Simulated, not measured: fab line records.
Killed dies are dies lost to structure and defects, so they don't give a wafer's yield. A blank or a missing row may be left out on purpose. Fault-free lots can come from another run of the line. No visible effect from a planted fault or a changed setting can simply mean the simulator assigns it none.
Which of the tools did it?    flow nand harc    33 wafers from 11 lots sampled at 6 of the route's 1302 steps

== WHAT THE GAUGES READ, wafer by wafer ==
NHARC_A_CHANNEL_HOLE_D1_CD_MEAS_30. Usual: cd nm 89.7 nm, standard deviation 2.2.
lot   measured      on         cd nm (nm)      flag
L694  day 8 22:24   cd sem-02  95.7 92.3 93.2  
L698  day 10 11:14  cd sem-02  90.8 88.7 92.1  
L699  day 11 00:50  cd sem-02  89.0 94.7 90.1  
L701  day 11 17:05  cd sem-02  86.0 87.3 88.0  
L703  day 12 16:28  cd sem-03  88.3 87.6 89.5  
L706  day 13 09:44  cd sem-03  93.1 90.8 93.8  
L709  day 14 20:59  cd sem-02  88.2 91.4 89.5  
L708  day 14 20:46  cd sem-02  90.4 90.1 91.3  
L715  day 17 12:50  cd sem-03  86.6 87.0 87.7  
L716  day 17 23:56  cd sem-02  91.9 92.8 91.1  
L717  day 18 20:08  cd sem-03  86.3 90.0 87.1  

NHARC_END_SORT_01. Usual: killed at array 58, standard deviation 19; killed at other 1.1, standard deviation 1.2; killed at periphery 3.8, standard deviation 2.4; killed dies 63, standard deviation 18; killed open 3.3, standard deviation 1.8; killed short 2.2, standard deviation 1.6.
lot   measured      on         killed at array  killed at other  killed at periphery  killed dies  killed open  killed short  flag
L694  day 24 16:04  prober-02  52 56 83         0 0 1            4 4 0                56 60 84     3 3 1        2 6 3         
L698  day 25 16:38  prober-02  71 74 68         1 0 0            4 2 4                76 76 72     3 4 4        2 3 3         
L699  day 26 10:38  prober-02  98 104 99        1 1 0            2 2 3                101 107 102  3 4 4        3 2 3         
L701  day 26 21:21  prober-01  73 57 52         0 0 0            2 5 5                75 62 57     3 3 2        1 2 0         
L703  day 28 13:51  prober-01  22 21 20         0 1 0            6 9 2                28 31 22     6 3 2        2 3 3         
L706  day 28 20:47  prober-01  56 50 53         0 2 0            6 0 2                62 52 55     4 3 3        3 3 2         
L709  day 30 10:06  prober-01  68 81 67         0 0 0            3 5 8                71 86 75     7 2 5        1 1 0         
L708  day 30 00:16  prober-01  69 68 68         1 1 3            2 4 8                72 73 79     2 5 1        1 4 3         
L715  day 33 03:55  prober-02  65 63 65         0 1 1            5 5 2                70 69 68     4 4 2        4 4 2         
L716  day 33 03:01  prober-01  51 52 78         1 2 3            7 3 1                59 57 82     1 3 6        0 0 0         
L717  day 34 11:07  prober-01  53 78 71         0 0 0            8 5 4                61 83 75     3 4 3        3 3 5         

== WHICH TOOL RAN EACH LOT (tool, then ch and the chambers of the sampled wafers, then the start) ==
lot   NHARC_A_CHANNEL_HOLE_D1_ETCH_22   NHARC_A_CHANNEL_HOLE_D1_ETCH_24   NHARC_A_CHANNEL_FILL_D1_ALD_15       NHARC_A_CHANNEL_FILL_D1_ALD_16
L694  har etch-02 ch 0,1, day 8 17:44   har etch-02 ch 0,1, day 8 19:01   ald sin batch-01 ch 0, day 9 09:31   ald hk-01 ch 0,3, day 9 11:35
L698  har etch-02 ch 0,1, day 10 06:44  har etch-02 ch 0,1, day 10 08:05  ald sin batch-03 ch 0, day 10 21:43  ald hk-02 ch 0,2,3, day 10 23:46
L699  har etch-02 ch 0,1, day 10 20:11  har etch-02 ch 0,1, day 10 21:28  ald sin batch-01 ch 0, day 11 11:49  ald hk-03 ch 0,3, day 11 13:52
L701  har etch-02 ch 0,1, day 11 12:31  har etch-02 ch 0,1, day 11 13:49  ald sin batch-03 ch 0, day 12 03:36  ald hk-01 ch 1,2, day 12 05:41
L703  har etch-01 ch 0,1, day 12 11:53  har etch-01 ch 0,1, day 12 13:11  ald sin batch-03 ch 0, day 13 04:12  ald hk-01 ch 0,3, day 13 06:16
L706  har etch-01 ch 0,1, day 13 05:06  har etch-01 ch 0,1, day 13 06:22  ald sin batch-01 ch 0, day 13 19:19  ald hk-03 ch 0,2,3, day 13 21:32
L709  har etch-02 ch 0,1, day 14 15:29  har etch-02 ch 0,1, day 14 16:49  ald sin batch-01 ch 0, day 15 07:20  ald hk-03 ch 1,2,3, day 15 11:33
L708  har etch-01 ch 0,1, day 14 16:05  har etch-01 ch 0,1, day 14 17:22  ald sin batch-01 ch 0, day 15 07:20  ald hk-03 ch 0,1,2, day 15 11:41
L715  har etch-01 ch 0,1, day 17 08:10  har etch-01 ch 0,1, day 17 09:26  ald sin batch-02 ch 0, day 17 23:19  ald hk-03 ch 1,2, day 18 01:21
L716  har etch-02 ch 0, day 17 19:13    har etch-02 ch 0, day 17 20:29    ald sin batch-01 ch 0, day 18 10:26  ald hk-01 ch 0,1,2, day 18 12:34
L717  har etch-01 ch 0,1, day 18 15:26  har etch-01 ch 0,1, day 18 16:43  ald sin batch-03 ch 0, day 19 08:17  ald hk-01 ch 0,1,2, day 19 10:28
- NHARC_A_CHANNEL_HOLE_D1_ETCH_22: etches the open film in C4F8/O2/Ar, time 666.7 s, target depth 1600 nm.
- NHARC_A_CHANNEL_HOLE_D1_ETCH_24: etches the open film in C4F8/O2/Ar, time 906.2 s, target depth 1500 nm.
- NHARC_A_CHANNEL_FILL_D1_ALD_15: deposits SiNx, target thk 2 nm, pulse time 60 s, ald cycles 19.
- NHARC_A_CHANNEL_FILL_D1_ALD_16: deposits SiO2, target thk 1.5 nm, pulse time 10 s, ald cycles 15.

== AS READ BY THE TOOLS THEMSELVES (means over the sampled wafers that have a number; for cases with no such wafer, the mark the record gives instead) ==
NHARC_A_CHANNEL_HOLE_D1_ETCH_22. Usual: drypump motor current A 5.8 A, standard deviation 0.52; o2 flow sccm 35.72 sccm, standard deviation 0.099; showerhead plenum p Torr 3.57 Torr, standard deviation 0.12; throttle valve pct 32.154 %, standard deviation 0.0083.
lot   tool         drypump motor current A (A)  o2 flow sccm (sccm)  showerhead plenum p Torr (Torr)  throttle valve pct (%)  flag
L694  har etch-02  5.3                          35.72                3.68                             32.149                  
L698  har etch-02  5.3                          35.59                3.67                             32.153                  
L699  har etch-02  5.6                          35.71                3.57                             32.159                  
L701  har etch-02  5.3                          35.71                3.66                             32.156                  
L703  har etch-01  6.1                          35.74                3.56                             32.143                  
L706  har etch-01  6.1                          35.69                3.55                             32.152                  
L709  har etch-02  5.6                          35.68                3.54                             32.149                  
L708  har etch-01  6.1                          35.71                3.54                             32.161                  
L715  har etch-01  6.3                          35.75                3.49                             32.152                  
L716  har etch-02  5.0                          35.73                3.71                             32.153                  
L717  har etch-01  6.1                          35.68                3.51                             32.151                  

NHARC_A_CHANNEL_HOLE_D1_ETCH_24. Usual: drypump motor current A 5.8 A, standard deviation 0.52; o2 flow sccm 31.19 sccm, standard deviation 0.093; showerhead plenum p Torr 3.57 Torr, standard deviation 0.12; throttle valve pct 32.235 %, standard deviation 0.0091.
lot   tool         drypump motor current A (A)  o2 flow sccm (sccm)  showerhead plenum p Torr (Torr)  throttle valve pct (%)  flag
L694  har etch-02  5.3                          31.19                3.67                             32.241                  
L698  har etch-02  5.3                          31.16                3.66                             32.236                  
L699  har etch-02  5.6                          31.19                3.56                             32.244                  
L701  har etch-02  5.3                          31.30                3.65                             32.234                  
L703  har etch-01  6.1                          31.13                3.55                             32.234                  
L706  har etch-01  6.1                          31.11                3.55                             32.233                  
L709  har etch-02  5.6                          31.10                3.53                             32.236                  
L708  har etch-01  6.1                          31.27                3.53                             32.238                  
L715  har etch-01  6.3                          31.18                3.48                             32.227                  
L716  har etch-02  5.0                          31.26                3.70                             32.244                  
L717  har etch-01  6.1                          31.22                3.50                             32.237                  

NHARC_A_CHANNEL_FILL_D1_ALD_15. Usual: precursor pulse height rel 1.002, standard deviation 0.02.
lot   tool              precursor pulse height rel  flag
L694  ald sin batch-01  1.009                       
L698  ald sin batch-03  0.994                       
L699  ald sin batch-01  1.008                       
L701  ald sin batch-03  0.999                       
L703  ald sin batch-03  1.003                       
L706  ald sin batch-01  0.994                       
L709  ald sin batch-01  0.997                       
L708  ald sin batch-01  0.998                       
L715  ald sin batch-02  1.020                       
L716  ald sin batch-01  0.978                       
L717  ald sin batch-03  0.981                       

NHARC_A_CHANNEL_FILL_D1_ALD_16. Usual: heater power w 467 W, standard deviation 39; precursor pulse height rel 1.000, standard deviation 0.021.
lot   tool       heater power w (W)  precursor pulse height rel  flag
L694  ald hk-01  466                 1.009                       
L698  ald hk-02  491                 0.985                       
L699  ald hk-03  448                 1.006                       
L701  ald hk-01  474                 0.999                       
L703  ald hk-01  459                 1.016                       
L706  ald hk-03  456                 1.004                       
L709  ald hk-03  460                 0.997                       
L708  ald hk-03  485                 1.002                       
L715  ald hk-03  495                 0.992                       
L716  ald hk-01  454                 0.996                       
L717  ald hk-01  458                 1.014                       

== THE ANSWER, worked out from the rows above alone ==
Rule: a lot is off if the mean of its wafers that have a number lies more than 3 standard deviations from the usual mean. Also off: a lot with no number at a reading for which 4 or more lots have one. Any other lot the step has rows for is counted as sound. The gauges are gone through in route order, then the tools' own readings, and for those a lot's mean is taken as printed above. The first step at which some lot is off is used, and at that step the reading that is off furthest; a lot without a number counts as furthest.
No lot is off on any of the readings shown, so nothing can be concluded from this.

== WHAT THE SIMULATOR PUT IN ==
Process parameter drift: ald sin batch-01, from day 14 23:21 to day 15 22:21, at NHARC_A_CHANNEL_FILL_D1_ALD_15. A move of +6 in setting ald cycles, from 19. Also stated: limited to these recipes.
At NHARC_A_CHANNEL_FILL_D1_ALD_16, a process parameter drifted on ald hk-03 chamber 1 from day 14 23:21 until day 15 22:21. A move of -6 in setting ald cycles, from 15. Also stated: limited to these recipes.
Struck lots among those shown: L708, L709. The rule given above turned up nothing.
